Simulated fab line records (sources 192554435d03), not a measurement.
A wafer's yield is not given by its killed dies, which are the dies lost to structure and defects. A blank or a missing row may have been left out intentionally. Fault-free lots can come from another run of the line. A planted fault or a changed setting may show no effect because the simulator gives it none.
fab line records :: flow n5_finfet
record
  lots=6
  wafers=18
  last_day=18
route steps=1938 shown BEOL_M1@751
lots that met no fault: taken from a fault-free run of the same line
start_h: the number of hours between the record's first day and the start of the first shown wafer of the lot :: wait_h: hours from the lot's prior step to this one :: " repeats the value in the row above :: L1.1+2: a row that stands for several wafers :: - either no value or no given start :: * or withheld: withheld :: < > ~ a bound
route shown NAME@n: names a module that has steps shown in the file, with the first one's number in the route :: usual: mean/standard deviation taken from wafers without a fault :: same: alike in all rows :: chamber/n: place in a boat :: sites: each site's reading :: _std_site: standard deviation of those values :: _edge_site: mean of outer sites minus mean of inner sites :: radius_mm: how far each site lies from the wafer's centre :: mask NAME#n: copy n :: behind: the last tool/chamber to shape the wafer :: hold: why the lot was held/for how many hours/how that ended :: device: which transistor (n, p or np) failed to switch :: end of line: the route-end tests of the same wafers :: a step without rows: its recipe alone :: killed: not the wafer's yield, but the dies lost to structure and defects at the first sort :: map: the dies of a wafer, with x for killed, . for not killed, _ for no die there
set.NAME: the run value of the setting; set.NAME@STEP: its run value at that earlier step :: model.NAME: the simulator's own value behind a step, which no gauge read
a table for each step, a row for each wafer; lots at some steps of the route
services: the hour from which a tool's chamber was out of use, counted from the record's first day as start_h (under 0 if before that day), plus the number of hours and why
## steps
# step N5_BEOL_M1_ILD_DEP_00
# recipe
  material=SiOC
  target_thk_a=790
  temp_c=350
  precursor=DEMS/O2
  pressure_torr=5
  rf_w=500
  time_s=15.3
# usual
  heater_power_w=501/48
  showerhead_plenum_p_Torr=5.702/0.015
  showerhead_vpp_V=1419/59
  throttle_valve_pct=12.1/0.65
lot.wafer: L281.1
tool: pecvd-02
chamber: 0
start_h: 122.46
wait_h: 0.0
heater_power_w: 516
showerhead_plenum_p_Torr: 5.674
showerhead_vpp_V: 1532
throttle_valve_pct: 13.1

lot.wafer: L281.4
tool: pecvd-02
chamber: 1
start_h: 122.46
wait_h: 0.0
heater_power_w: 543
showerhead_plenum_p_Torr: 5.715
showerhead_vpp_V: 1424
throttle_valve_pct: 12.1

lot.wafer: L281.6
tool: pecvd-02
chamber: 2
start_h: 122.46
wait_h: 0.0
heater_power_w: 451
showerhead_plenum_p_Torr: 5.707
showerhead_vpp_V: 1398
throttle_valve_pct: 12.0

lot.wafer: L292.1
tool: pecvd-02
chamber: 1
start_h: 188.88
wait_h: 0.0
heater_power_w: 571
showerhead_plenum_p_Torr: 5.718
showerhead_vpp_V: 1384
throttle_valve_pct: 11.8

lot.wafer: L292.4
tool: pecvd-02
chamber: 2
start_h: 188.88
wait_h: 0.0
heater_power_w: 445
showerhead_plenum_p_Torr: 5.693
showerhead_vpp_V: 1403
throttle_valve_pct: 12.4

lot.wafer: L292.6
tool: pecvd-02
chamber: 0
start_h: 188.88
wait_h: 0.0
heater_power_w: 520
showerhead_plenum_p_Torr: 5.681
showerhead_vpp_V: 1564
throttle_valve_pct: 13.0

lot.wafer: L293.2
tool: pecvd-02
chamber: 1
start_h: 201.04
wait_h: 0.0
heater_power_w: 570
showerhead_plenum_p_Torr: 5.711
showerhead_vpp_V: 1420
throttle_valve_pct: 11.9

lot.wafer: L293.3
tool: pecvd-02
chamber: 0
start_h: 201.04
wait_h: 0.0
heater_power_w: 546
showerhead_plenum_p_Torr: 5.677
showerhead_vpp_V: 1529
throttle_valve_pct: 13.1

lot.wafer: L293.4
tool: pecvd-02
chamber: 2
start_h: 201.04
wait_h: 0.0
heater_power_w: 509
showerhead_plenum_p_Torr: 5.707
showerhead_vpp_V: 1391
throttle_valve_pct: 12.1

lot.wafer: L298.3
tool: pecvd-03
chamber: 2
start_h: 229.23
wait_h: 0.0
heater_power_w: 589
showerhead_plenum_p_Torr: 5.692
showerhead_vpp_V: 1396
throttle_valve_pct: 11.5

lot.wafer: L298.4
tool: pecvd-03
chamber: 0
start_h: 229.23
wait_h: 0.0
heater_power_w: 502
showerhead_plenum_p_Torr: 5.714
showerhead_vpp_V: 1404
throttle_valve_pct: 11.2

lot.wafer: L298.6
tool: pecvd-03
chamber: 2
start_h: 229.23
wait_h: 0.0
heater_power_w: 471
showerhead_plenum_p_Torr: 5.691
showerhead_vpp_V: 1398
throttle_valve_pct: 11.6

lot.wafer: L301.1
tool: pecvd-03
chamber: 2
start_h: 242.13
wait_h: 0.0
heater_power_w: 523
showerhead_plenum_p_Torr: 5.681
showerhead_vpp_V: 1403
throttle_valve_pct: 11.3

lot.wafer: L301.3
tool: pecvd-03
chamber: 1
start_h: 242.13
wait_h: 0.0
heater_power_w: 454
showerhead_plenum_p_Torr: 5.716
showerhead_vpp_V: 1430
throttle_valve_pct: 12.8

lot.wafer: L301.6
tool: pecvd-03
chamber: 0
start_h: 242.13
wait_h: 0.0
heater_power_w: 513
showerhead_plenum_p_Torr: 5.705
showerhead_vpp_V: 1414
throttle_valve_pct: 11.5

lot.wafer: L304.2
tool: pecvd-03
chamber: 2
start_h: 269.03
wait_h: 0.0
heater_power_w: 519
showerhead_plenum_p_Torr: 5.685
showerhead_vpp_V: 1379
throttle_valve_pct: 11.9

lot.wafer: L304.3
tool: pecvd-03
chamber: 1
start_h: 269.03
wait_h: 0.0
heater_power_w: 405
showerhead_plenum_p_Torr: 5.714
showerhead_vpp_V: 1414
throttle_valve_pct: 12.8

lot.wafer: L304.4
tool: pecvd-03
chamber: 0
start_h: 269.03
wait_h: 0.0
heater_power_w: 475
showerhead_plenum_p_Torr: 5.711
showerhead_vpp_V: 1415
throttle_valve_pct: 11.7
# step N5_BEOL_M1_THK_MEAS_01
# recipe
  reads=SiOC_of_BEOL_M1_ILD_DEP_00
# usual
  M1_ILD_THK=78.7/1
lot.wafer: L281.1
tool: film_metro-01
chamber: -
start_h: 122.53
wait_h: 0.0
M1_ILD_THK[nm]: 79.3

lot.wafer: L281.4
tool: film_metro-01
chamber: -
start_h: 122.53
wait_h: 0.0
M1_ILD_THK[nm]: 79.1

lot.wafer: L281.6
tool: film_metro-01
chamber: -
start_h: 122.53
wait_h: 0.0
M1_ILD_THK[nm]: 80.6

lot.wafer: L292.1
tool: film_metro-01
chamber: -
start_h: 188.94
wait_h: 0.0
M1_ILD_THK[nm]: 77.1

lot.wafer: L292.4
tool: film_metro-01
chamber: -
start_h: 188.94
wait_h: 0.0
M1_ILD_THK[nm]: 79.4

lot.wafer: L292.6
tool: film_metro-01
chamber: -
start_h: 188.94
wait_h: 0.0
M1_ILD_THK[nm]: 79.9

lot.wafer: L293.2
tool: film_metro-02
chamber: -
start_h: 201.10
wait_h: 0.1
M1_ILD_THK[nm]: 78.2

lot.wafer: L293.3
tool: film_metro-02
chamber: -
start_h: 201.10
wait_h: 0.1
M1_ILD_THK[nm]: 77.5

lot.wafer: L293.4
tool: film_metro-02
chamber: -
start_h: 201.10
wait_h: 0.1
M1_ILD_THK[nm]: 78.6

lot.wafer: L298.3
tool: film_metro-01
chamber: -
start_h: 229.30
wait_h: 0.1
M1_ILD_THK[nm]: 78.8

lot.wafer: L298.4
tool: film_metro-01
chamber: -
start_h: 229.30
wait_h: 0.1
M1_ILD_THK[nm]: 77.5

lot.wafer: L298.6
tool: film_metro-01
chamber: -
start_h: 229.30
wait_h: 0.1
M1_ILD_THK[nm]: 78.7

lot.wafer: L301.1
tool: film_metro-02
chamber: -
start_h: 242.19
wait_h: 0.0
M1_ILD_THK[nm]: 79.0

lot.wafer: L301.3
tool: film_metro-02
chamber: -
start_h: 242.19
wait_h: 0.0
M1_ILD_THK[nm]: 79.6

lot.wafer: L301.6
tool: film_metro-02
chamber: -
start_h: 242.19
wait_h: 0.0
M1_ILD_THK[nm]: 78.7

lot.wafer: L304.2
tool: film_metro-02
chamber: -
start_h: 269.10
wait_h: 0.1
M1_ILD_THK[nm]: 78.7

lot.wafer: L304.3
tool: film_metro-02
chamber: -
start_h: 269.10
wait_h: 0.1
M1_ILD_THK[nm]: 79.3

lot.wafer: L304.4
tool: film_metro-02
chamber: -
start_h: 269.10
wait_h: 0.1
M1_ILD_THK[nm]: 79.1
# step N5_BEOL_M1_PECVD_72
# recipe
  material=SiO2
  target_thk_a=160
  temp_c=400
  precursor=TEOS/O2
  pressure_torr=5.5
  rf_w=450
  teos_flow_sccm=53.8
  gas=O2
  flow_sccm=3000
  time_s=18
# usual
  heater_power_w=735/61
  showerhead_plenum_p_Torr=8.82/0.061
  showerhead_vpp_V=1349/54
  throttle_valve_pct=22.6/1.3
lot.wafer: L281.1
tool: pecvd-03
chamber: 1
start_h: 122.57
wait_h: 0.0
heater_power_w: 618
showerhead_plenum_p_Torr: 8.89
showerhead_vpp_V: 1348
throttle_valve_pct: 23.6

lot.wafer: L281.4
tool: pecvd-03
chamber: 0
start_h: 122.57
wait_h: 0.0
heater_power_w: 730
showerhead_plenum_p_Torr: 8.83
showerhead_vpp_V: 1350
throttle_valve_pct: 21.8

lot.wafer: L281.6
tool: pecvd-03
chamber: 1
start_h: 122.57
wait_h: 0.0
heater_power_w: 620
showerhead_plenum_p_Torr: 8.90
showerhead_vpp_V: 1339
throttle_valve_pct: 23.9

lot.wafer: L292.1
tool: pecvd-03
chamber: 1
start_h: 188.98
wait_h: 0.0
heater_power_w: 606
showerhead_plenum_p_Torr: 8.91
showerhead_vpp_V: 1380
throttle_valve_pct: 23.8

lot.wafer: L292.4
tool: pecvd-03
chamber: 2
start_h: 188.98
wait_h: 0.0
heater_power_w: 810
showerhead_plenum_p_Torr: 8.77
showerhead_vpp_V: 1326
throttle_valve_pct: 21.3

lot.wafer: L292.6
tool: pecvd-03
chamber: 0
start_h: 188.98
wait_h: 0.0
heater_power_w: 770
showerhead_plenum_p_Torr: 8.81
showerhead_vpp_V: 1335
throttle_valve_pct: 21.8

lot.wafer: L293.2
tool: pecvd-01
chamber: 1
start_h: 201.14
wait_h: 0.0
heater_power_w: 681
showerhead_plenum_p_Torr: 8.75
showerhead_vpp_V: 1311
throttle_valve_pct: 21.0

lot.wafer: L293.3
tool: pecvd-01
chamber: 2
start_h: 201.14
wait_h: 0.0
heater_power_w: 669
showerhead_plenum_p_Torr: 8.83
showerhead_vpp_V: 1386
throttle_valve_pct: 22.1

lot.wafer: L293.4
tool: pecvd-01
chamber: 0
start_h: 201.14
wait_h: 0.0
heater_power_w: 858
showerhead_plenum_p_Torr: 8.89
showerhead_vpp_V: 1277
throttle_valve_pct: 23.5

lot.wafer: L298.3
tool: pecvd-01
chamber: 0
start_h: 229.35
wait_h: 0.1
heater_power_w: 760
showerhead_plenum_p_Torr: 8.85
showerhead_vpp_V: 1289
throttle_valve_pct: 23.6

lot.wafer: L298.4
tool: pecvd-01
chamber: 1
start_h: 229.35
wait_h: 0.1
heater_power_w: 751
showerhead_plenum_p_Torr: 8.74
showerhead_vpp_V: 1308
throttle_valve_pct: 21.2

lot.wafer: L298.6
tool: pecvd-01
chamber: 0
start_h: 229.35
wait_h: 0.1
heater_power_w: 772
showerhead_plenum_p_Torr: 8.88
showerhead_vpp_V: 1313
throttle_valve_pct: 23.6

lot.wafer: L301.1
tool: pecvd-01
chamber: 2
start_h: 242.23
wait_h: 0.0
heater_power_w: 736
showerhead_plenum_p_Torr: 8.82
showerhead_vpp_V: 1380
throttle_valve_pct: 19.0

lot.wafer: L301.3
tool: pecvd-01
chamber: 1
start_h: 242.23
wait_h: 0.0
heater_power_w: 689
showerhead_plenum_p_Torr: 8.73
showerhead_vpp_V: 1298
throttle_valve_pct: 21.1

lot.wafer: L301.6
tool: pecvd-01
chamber: 1
start_h: 242.23
wait_h: 0.0
heater_power_w: 678
showerhead_plenum_p_Torr: 8.76
showerhead_vpp_V: 1294
throttle_valve_pct: 21.1

lot.wafer: L304.2
tool: pecvd-02
chamber: 1
start_h: 269.13
wait_h: 0.0
heater_power_w: 766
showerhead_plenum_p_Torr: 8.85
showerhead_vpp_V: 1364
throttle_valve_pct: 22.7

lot.wafer: L304.3
tool: pecvd-02
chamber: 0
start_h: 269.13
wait_h: 0.0
heater_power_w: 767
showerhead_plenum_p_Torr: 8.72
showerhead_vpp_V: 1468
throttle_valve_pct: 24.2

lot.wafer: L304.4
tool: pecvd-02
chamber: 0
start_h: 269.13
wait_h: 0.0
heater_power_w: 777
showerhead_plenum_p_Torr: 8.74
showerhead_vpp_V: 1473
throttle_valve_pct: 24.4
# step N5_BEOL_M1_HM_DEP_02
# recipe
  material=TiN
  target_thk_a=200
  temp_c=25
  chamber_pressure_pa=0.49996
# usual
  throttle_valve_pct=30.2/1
lot.wafer: L281.1
tool: pvd_sputter-01
chamber: -
start_h: 122.65
wait_h: 0.1
throttle_valve_pct: 31.0

lot.wafer: L281.4
tool: pvd_sputter-01
chamber: -
start_h: 122.65
wait_h: 0.1
throttle_valve_pct: 31.9

lot.wafer: L281.6
tool: pvd_sputter-01
chamber: -
start_h: 122.65
wait_h: 0.1
throttle_valve_pct: 30.0

lot.wafer: L292.1
tool: pvd_sputter-01
chamber: -
start_h: 190.16
wait_h: 1.2
throttle_valve_pct: 29.8

lot.wafer: L292.4
tool: pvd_sputter-01
chamber: -
start_h: 190.16
wait_h: 1.2
throttle_valve_pct: 30.7

lot.wafer: L292.6
tool: pvd_sputter-01
chamber: -
start_h: 190.16
wait_h: 1.2
throttle_valve_pct: 31.1

lot.wafer: L293.2
tool: pvd_sputter-02
chamber: -
start_h: 202.71
wait_h: 1.5
throttle_valve_pct: 29.0

lot.wafer: L293.3
tool: pvd_sputter-02
chamber: -
start_h: 202.71
wait_h: 1.5
throttle_valve_pct: 29.5

lot.wafer: L293.4
tool: pvd_sputter-02
chamber: -
start_h: 202.71
wait_h: 1.5
throttle_valve_pct: 29.4

lot.wafer: L298.3
tool: pvd_sputter-02
chamber: -
start_h: 232.47
wait_h: 3.1
throttle_valve_pct: 29.3

lot.wafer: L298.4
tool: pvd_sputter-02
chamber: -
start_h: 232.47
wait_h: 3.1
throttle_valve_pct: 29.3

lot.wafer: L298.6
tool: pvd_sputter-02
chamber: -
start_h: 232.47
wait_h: 3.1
throttle_valve_pct: 29.3

lot.wafer: L301.1
tool: pvd_sputter-01
chamber: -
start_h: 242.78
wait_h: 0.5
throttle_valve_pct: 30.7

lot.wafer: L301.3
tool: pvd_sputter-01
chamber: -
start_h: 242.78
wait_h: 0.5
throttle_valve_pct: 31.2

lot.wafer: L301.6
tool: pvd_sputter-01
chamber: -
start_h: 242.78
wait_h: 0.5
throttle_valve_pct: 31.7

lot.wafer: L304.2
tool: pvd_sputter-03
chamber: -
start_h: 269.44
wait_h: 0.3
throttle_valve_pct: 29.7

lot.wafer: L304.3
tool: pvd_sputter-03
chamber: -
start_h: 269.44
wait_h: 0.3
throttle_valve_pct: 29.3

lot.wafer: L304.4
tool: pvd_sputter-03
chamber: -
start_h: 269.44
wait_h: 0.3
throttle_valve_pct: 30.1
# step N5_BEOL_M1_COAT_61
# recipe
  resist=SOC
  temp_c=250
  time_s=60
  spin_rpm=1500
  resist_thk_nm=60
# step N5_BEOL_M1_COAT_62
# recipe
  resist=SiARC
  temp_c=220
  time_s=60
  spin_rpm=1500
  resist_thk_nm=12
# step N5_BEOL_M1_COAT_73
# recipe
  resist=underlayer
  temp_c=205
  time_s=60
  spin_rpm=1500
  resist_thk_nm=5
# step N5_BEOL_M1_COAT_05
# recipe
  resist=CAR-EUV
  spin_rpm=1500
  resist_thk_nm=30
# step N5_BEOL_M1_EBR_07
# recipe
  solvent=PGMEA
  ebr_width_mm=1.5
# step N5_BEOL_M1_SOFTBAKE_06
# recipe
  temp_c=110
  time_s=60
  resist=CAR-EUV
# step N5_BEOL_M1_EXPOSE_08
# recipe
  mask_id=M1
  na=0.33
  source_shape=dipole
  sigma_inner=0.369
  sigma_outer=0.767
  polarization=unpolarized
  dose_mj=33
# step N5_BEOL_M1_PEB_09
# recipe
  peb_temp_c=100
  peb_time_s=60
  resist=CAR-EUV
# step N5_BEOL_M1_DEVELOP_10
# recipe
  develop_time_s=30
  developer=TMAH
  resist=CAR-EUV
  rinse_liquid=surfactant_rinse
  dry=air_spin
  dev_temp_c=23
# usual
  chill_plate_temp_C=23.01/0.11
  develop_time_s=30/0
lot.wafer: L281.1
tool: litho_track-03
chamber: 0
start_h: 123.11
wait_h: -
chill_plate_temp_C: 22.91
develop_time_s: 30
model.CAR-EUV_of_BEOL_M1_COAT_05.thk_nm: 29.6

lot.wafer: L281.4
tool: litho_track-03
chamber: 0
start_h: 123.11
wait_h: -
chill_plate_temp_C: 22.83
develop_time_s: 30
model.CAR-EUV_of_BEOL_M1_COAT_05.thk_nm: 29.4

lot.wafer: L281.6
tool: litho_track-03
chamber: 0
start_h: 123.11
wait_h: -
chill_plate_temp_C: 22.99
develop_time_s: 30
model.CAR-EUV_of_BEOL_M1_COAT_05.thk_nm: 29.4

lot.wafer: L292.1
tool: litho_track-05
chamber: -
start_h: 190.49
wait_h: -
chill_plate_temp_C: -
develop_time_s: -
model.CAR-EUV_of_BEOL_M1_COAT_05.thk_nm: 30

lot.wafer: L292.4
tool: litho_track-05
chamber: -
start_h: 190.49
wait_h: -
chill_plate_temp_C: -
develop_time_s: -
model.CAR-EUV_of_BEOL_M1_COAT_05.thk_nm: 30

lot.wafer: L292.6
tool: litho_track-05
chamber: -
start_h: 190.49
wait_h: -
chill_plate_temp_C: -
develop_time_s: -
model.CAR-EUV_of_BEOL_M1_COAT_05.thk_nm: 30

lot.wafer: L293.2
tool: litho_track-01
chamber: -
start_h: 203.16
wait_h: -
chill_plate_temp_C: -
develop_time_s: -
model.CAR-EUV_of_BEOL_M1_COAT_05.thk_nm: 30

lot.wafer: L293.3
tool: litho_track-01
chamber: -
start_h: 203.16
wait_h: -
chill_plate_temp_C: -
develop_time_s: -
model.CAR-EUV_of_BEOL_M1_COAT_05.thk_nm: 30

lot.wafer: L293.4
tool: litho_track-01
chamber: -
start_h: 203.16
wait_h: -
chill_plate_temp_C: -
develop_time_s: -
model.CAR-EUV_of_BEOL_M1_COAT_05.thk_nm: 29.8

lot.wafer: L298.3
tool: litho_track-03
chamber: 0
start_h: 232.93
wait_h: -
chill_plate_temp_C: 22.95
develop_time_s: 30
model.CAR-EUV_of_BEOL_M1_COAT_05.thk_nm: 29.6

lot.wafer: L298.4
tool: litho_track-03
chamber: 0
start_h: 232.93
wait_h: -
chill_plate_temp_C: 22.97
develop_time_s: 30
model.CAR-EUV_of_BEOL_M1_COAT_05.thk_nm: 29.6

lot.wafer: L298.6
tool: litho_track-03
chamber: 0
start_h: 232.93
wait_h: -
chill_plate_temp_C: 22.99
develop_time_s: 30
model.CAR-EUV_of_BEOL_M1_COAT_05.thk_nm: 29.6

lot.wafer: L301.1
tool: litho_track-05
chamber: 0
start_h: 243.11
wait_h: -
chill_plate_temp_C: 23.10
develop_time_s: 30
model.CAR-EUV_of_BEOL_M1_COAT_05.thk_nm: 29.4

lot.wafer: L301.3
tool: litho_track-05
chamber: 0
start_h: 243.11
wait_h: -
chill_plate_temp_C: 23.05
develop_time_s: 30
model.CAR-EUV_of_BEOL_M1_COAT_05.thk_nm: 29.4

lot.wafer: L301.6
tool: litho_track-05
chamber: 0
start_h: 243.11
wait_h: -
chill_plate_temp_C: 23.00
develop_time_s: 30
model.CAR-EUV_of_BEOL_M1_COAT_05.thk_nm: 29.4

lot.wafer: L304.2
tool: litho_track-01
chamber: 0
start_h: 269.90
wait_h: -
chill_plate_temp_C: 23.04
develop_time_s: 30
model.CAR-EUV_of_BEOL_M1_COAT_05.thk_nm: 29.4

lot.wafer: L304.3
tool: litho_track-01
chamber: 0
start_h: 269.90
wait_h: -
chill_plate_temp_C: 23.02
develop_time_s: 30
model.CAR-EUV_of_BEOL_M1_COAT_05.thk_nm: 29.6

lot.wafer: L304.4
tool: litho_track-01
chamber: 0
start_h: 269.90
wait_h: -
chill_plate_temp_C: 23.07
develop_time_s: 30
model.CAR-EUV_of_BEOL_M1_COAT_05.thk_nm: 29.6
# step N5_BEOL_M1_CD_MEAS_11
# recipe
  target_cd_nm=17.05
  landing_energy_ev=500
  detector=se_inlens
  polarity=opening
# usual
  cd_nm=17.02/0.24
lot.wafer: L281.1
tool: cd_sem-02
chamber: 0
start_h: 123.17
wait_h: -
cd_nm: 17.35

lot.wafer: L281.4
tool: cd_sem-02
chamber: 0
start_h: 123.17
wait_h: -
cd_nm: 17.09

lot.wafer: L281.6
tool: cd_sem-02
chamber: 0
start_h: 123.17
wait_h: -
cd_nm: 17.02

lot.wafer: L292.1
tool: cd_sem-03
chamber: 0
start_h: 190.54
wait_h: -
cd_nm: -

lot.wafer: L292.4
tool: cd_sem-03
chamber: 0
start_h: 190.54
wait_h: -
cd_nm: -

lot.wafer: L292.6
tool: cd_sem-03
chamber: 0
start_h: 190.54
wait_h: -
cd_nm: -

lot.wafer: L293.2
tool: cd_sem-01
chamber: 0
start_h: 203.22
wait_h: -
cd_nm: -

lot.wafer: L293.3
tool: cd_sem-01
chamber: 0
start_h: 203.22
wait_h: -
cd_nm: -

lot.wafer: L293.4
tool: cd_sem-01
chamber: 0
start_h: 203.22
wait_h: -
cd_nm: -

lot.wafer: L298.3
tool: cd_sem-03
chamber: 0
start_h: 232.99
wait_h: -
cd_nm: 16.77

lot.wafer: L298.4
tool: cd_sem-03
chamber: 0
start_h: 232.99
wait_h: -
cd_nm: 16.76

lot.wafer: L298.6
tool: cd_sem-03
chamber: 0
start_h: 232.99
wait_h: -
cd_nm: 16.53

lot.wafer: L301.1
tool: cd_sem-01
chamber: 0
start_h: 243.17
wait_h: -
cd_nm: 17.01

lot.wafer: L301.3
tool: cd_sem-01
chamber: 0
start_h: 243.17
wait_h: -
cd_nm: 16.74

lot.wafer: L301.6
tool: cd_sem-01
chamber: 0
start_h: 243.17
wait_h: -
cd_nm: 17.30

lot.wafer: L304.2
tool: cd_sem-01
chamber: 0
start_h: 269.96
wait_h: -
cd_nm: 17.02

lot.wafer: L304.3
tool: cd_sem-01
chamber: 0
start_h: 269.96
wait_h: -
cd_nm: 16.96

lot.wafer: L304.4
tool: cd_sem-01
chamber: 0
start_h: 269.96
wait_h: -
cd_nm: 16.94
## services
tool: pvd_sputter-01
chamber: -
start_h: 99.50
hours: 4.9
kind: repair

tool: pecvd-03
chamber: -
start_h: 99.55
hours: 2.8
kind: pm

tool: pecvd-01
chamber: -
start_h: 145.77
hours: 0.4
kind: repair

tool: pvd_sputter-02
chamber: -
start_h: 157.68
hours: 14.3
kind: repair

tool: pecvd-01
chamber: 0
start_h: 165.47
hours: 5.0
kind: scheduled_down

tool: pecvd-01
chamber: -
start_h: 167.41
hours: 28.1
kind: pm

tool: pecvd-02
chamber: 1
start_h: 176.31
hours: 5.5
kind: scheduled_down

tool: pecvd-02
chamber: -
start_h: 193.63
hours: 1.1
kind: repair

tool: pecvd-03
chamber: -
start_h: 200.41
hours: 0.4
kind: repair

tool: pecvd-01
chamber: 2
start_h: 202.38
hours: -
kind: clean

tool: pecvd-01
chamber: 2
start_h: 202.38
hours: -
kind: consumable_replace:showerhead

tool: pecvd-01
chamber: 2
start_h: 202.38
hours: 29.0
kind: scheduled_down

tool: pecvd-01
chamber: 2
start_h: 202.38
hours: 29.0
kind: vent_cycle

tool: pvd_sputter-02
chamber: -
start_h: 207.32
hours: 1.6
kind: repair

tool: pecvd-03
chamber: 0
start_h: 214.70
hours: 6.0
kind: repair

tool: pecvd-02
chamber: 2
start_h: 227.03
hours: 2.5
kind: repair
## key
first_sign
  step=N5_BEOL_M1_DEVELOP_10
  reading=tool_record
  direction=missing
effect none on later readings
model_effect
  step=N5_BEOL_M1_DEVELOP_10
  value=CAR-EUV_of_BEOL_M1_COAT_05.thk_nm
  without=29.53
  struck=29.97
met_at N5_BEOL_M1_DEVELOP_10
struck_wafers L292.1,L292.4,L292.6,L293.2,L293.3,L293.4
later_rows_left_out L292.1,L292.4,L292.6,L293.2,L293.3,L293.4
sort_left_out L292.1,L292.4,L292.6,L293.2,L293.3,L293.4
fault
  kind=skipped_step_whole
  tool=litho_track-01,litho_track-05
  chamber=-
  onset_h=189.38
  steps=N5_BEOL_M1_DEVELOP_10
  scope=struck_lots_only
# sort_left_out: the simulated sort isn't trusted on such a fault, so these wafers' sort isn't shown, and their yield isn't known
# later_rows_left_out: the simulator's readings of these wafers behind a module that went badly wrong aren't trusted and aren't shown, but for the sort
